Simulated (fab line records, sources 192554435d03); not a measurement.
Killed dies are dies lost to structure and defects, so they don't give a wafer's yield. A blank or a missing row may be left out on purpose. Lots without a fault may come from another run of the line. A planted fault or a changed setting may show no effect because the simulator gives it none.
Chamber matching | flow n5_finfet | N5_BEOL_M4_ETCH_69 on rie_diel-04: 4 sister chambers
The step etches SiARC in CF4, target depth 15.6 nm, time 26 s. 20 wafers are shown with their chamber, then 10 later ones without.

WAFERS WITH THEIR CHAMBER
wafer  | chamber | throttle_valve_pct (%) | showerhead_plenum_p_Torr (Torr) | etch_rf_on_time_s (s)
L078.1 | 1       | 15.27                  | 2.18                            | 26.3
L078.2 | 2       | 15.58                  | 2.25                            | 25.4
L078.3 | 0       | 15.57                  | 2.23                            | 26.9
L078.4 | 1       | 15.26                  | 2.18                            | 26.3
L078.5 | 0       | 15.57                  | 2.23                            | 26.8
L078.6 | 2       | 15.59                  | 2.25                            | 25.5
L077.2 | 2       | 15.60                  | 2.25                            | 25.6
L077.4 | 0       | 15.57                  | 2.23                            | 27.1
L077.6 | 1       | 15.27                  | 2.18                            | 26.3
L080.1 | 2       | 15.60                  | 2.25                            | 25.5
L080.3 | 1       | 15.27                  | 2.17                            | 26.3
L080.5 | 2       | 15.58                  | 2.25                            | 25.6
L089.1 | 0       | 15.61                  | 2.22                            | 26.8
L089.4 | 2       | 15.63                  | 2.24                            | 25.6
L089.6 | 0       | 15.62                  | 2.22                            | 26.8
L094.1 | 1       | 15.35                  | 2.17                            | 26.6
L094.2 | 0       | 15.63                  | 2.22                            | 27.4
L094.3 | 3       | 15.10                  | 2.28                            | 24.8
L094.4 | 2       | 15.65                  | 2.24                            | 26.1
L094.5 | 2       | 15.63                  | 2.24                            | 26.1

SIGNATURES (means of the wafers above)
reading                  | chamber 0 | chamber 1 | chamber 2 | chamber 3 | scatter within a chamber
throttle_valve_pct       | 15.5950   | 15.2840   | 15.6075   | 15.1000   | 0.0298
showerhead_plenum_p_Torr | 2.2250    | 2.1760    | 2.2462    | 2.2800    | 0.00535
etch_rf_on_time_s        | 26.967    | 26.360    | 25.675    | 24.800    | 0.235
Rule: a wafer's distance from a chamber is the root of the sum, over the readings, of the square of ((its reading less the chamber's mean) divided by the reading's scatter). The wafer belongs to the nearest chamber; if the next one is less than 2 further off, it can't be placed. The scatter: the root of (the sum of the squares of (reading less its chamber's mean) over the shown wafers, divided by (wafers less chambers)).

WAFERS WITHOUT THEIR CHAMBER
wafer  | throttle_valve_pct (%) | showerhead_plenum_p_Torr (Torr) | etch_rf_on_time_s (s)
L094.6 | 15.09                  | 2.28                            | 24.8
L097.1 | 15.11                  | 2.28                            | 24.7
L097.2 | 15.63                  | 2.22                            | 27.0
L097.3 | 15.35                  | 2.16                            | 26.2
L097.4 | 15.64                  | 2.23                            | 25.8
L097.5 | 15.66                  | 2.24                            | 26.0
L097.6 | 15.12                  | 2.28                            | 24.5
L096.4 | 15.65                  | 2.23                            | 25.9
L096.5 | 15.33                  | 2.16                            | 26.2
L096.6 | 15.65                  | 2.23                            | 26.1

WHICH CHAMBER EACH WENT THROUGH
wafer  | from the rows above     | in truth
L094.6 | 3                       | 3
L097.1 | 3                       | 3
L097.2 | 0                       | 0
L097.3 | 1                       | 1
L097.4 | 2                       | 2
L097.5 | 2                       | 2
L097.6 | 3                       | 3
L096.4 | can't be placed: 2 or 0 | 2
L096.5 | 1                       | 1
L096.6 | can't be placed: 2 or 0 | 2
Placed correctly: 8 of 10. Can't be placed from these rows: 2 (the true chamber is among the candidates in 2). Placed wrongly: 0.
